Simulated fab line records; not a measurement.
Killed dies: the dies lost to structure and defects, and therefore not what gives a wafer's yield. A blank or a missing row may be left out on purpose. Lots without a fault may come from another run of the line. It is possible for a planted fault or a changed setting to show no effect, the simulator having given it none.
A lot that was struck, set against a sound lot || flow nandHarc || 14 steps out of a route of 1159
Sound: the wafers L920.1, L920.4, L920.6. Wafers L930.1, L930.3, L930.6 were the ones struck. The cause comes at the end.
Order at every step that has rows: each side's tool, ch and its chambers, its first start. Under that, the readings that differ: sound wafers || struck wafers || difference of the means || sigmas: that difference in standard deviations of wafers without a fault.
alike: same words and numbers on both sides, and readings whose means sit less than 2 such deviations apart. not compared: any withheld reading, any reading some wafer has no value for, any bound like >300 that may hide the same value, and any number with overlapping values for which the record gives no deviation.
Wherever a step has rows on one side only, a row that says differs or no value, or a row with sigmas, the two part there. Non-overlapping numbers with no deviation appear without sigmas and do not part them. A reading that every wafer of one side lacks parts them only if that side has two wafers or more.

first, 9 steps without rows for these wafers: NHARC_P_ZERO_WELL_STRIP_28 (strips in SPM, time 840 s); NHARC_P_ZERO_WELL_DEHYDRATE_29 (time 120 s); NHARC_P_ZERO_WELL_HMDS_30 (time 30 s); NHARC_P_ZERO_WELL_COAT_31; NHARC_P_ZERO_WELL_SOFTBAKE_32 (time 95 s); NHARC_P_ZERO_WELL_EBR_33; NHARC_P_ZERO_WELL_EXPOSE_34 (exposes mask P PWELL, target cd 720 nm); NHARC_P_ZERO_WELL_PEB_35 (peb time 85 s); NHARC_P_ZERO_WELL_DEVELOP_36 (time 70 s).
NHARC_P_ZERO_WELL_CD_MEAS_37 targets a cd of 720 nm.
  sound on cdSem-02 ch 0, day 3 22:25; struck on cdSem-02 ch 0, day 6 10:05
{"reading": "cdNm (nm)", "sound": "723.5 721.2 721.9", "struck": "718.4 717.2 716.9", "difference": -4.7, "sigmas": -2}
then, 1 step without rows for these wafers: NHARC_P_ZERO_WELL_HARDBAKE_38 (time 80 s).
NHARC_P_ZERO_WELL_DESCUM_39: chemistry O2, time 3 s.
  sound on rieDiel-07 ch 0,2,3, day 3 22:36; struck on rieDiel-06 ch 2,3, day 6 10:15
  alike: chamberPressureMTorr, drypumpMotorCurrentA, oesProductAu, rfVppV, showerheadPlenumPTorr, throttleValvePct
  not compared: rfHoursCounterH
NHARC_P_ZERO_WELL_IMPLANT_40:
  sound on implanter-01 ch 0, day 3 22:43; struck on implanter-02 ch 0, day 6 10:23
{"reading": "doseIonsCm2", "sound": "1.0014e+13 1.0025e+13 1.0013e+13", "struck": "5.91e+12 5.904e+12 5.902e+12", "difference": -4.11e+12, "sigmas": "-99 or more"}
{"reading": "faradayCurrentUA", "sound": "123.2 125.9 128.8", "struck": "78.3 75.6 76.7", "difference": -49.1, "sigmas": -20}
after that, 1 step had no rows for these wafers: NHARC_P_ZERO_WELL_IMPLANT_59.

## WHERE THEY PART
Earliest at NHARC_P_ZERO_WELL_CD_MEAS_37; latest, in this record, at NHARC_P_ZERO_WELL_IMPLANT_40.

WHY: what had been put in by the simulator
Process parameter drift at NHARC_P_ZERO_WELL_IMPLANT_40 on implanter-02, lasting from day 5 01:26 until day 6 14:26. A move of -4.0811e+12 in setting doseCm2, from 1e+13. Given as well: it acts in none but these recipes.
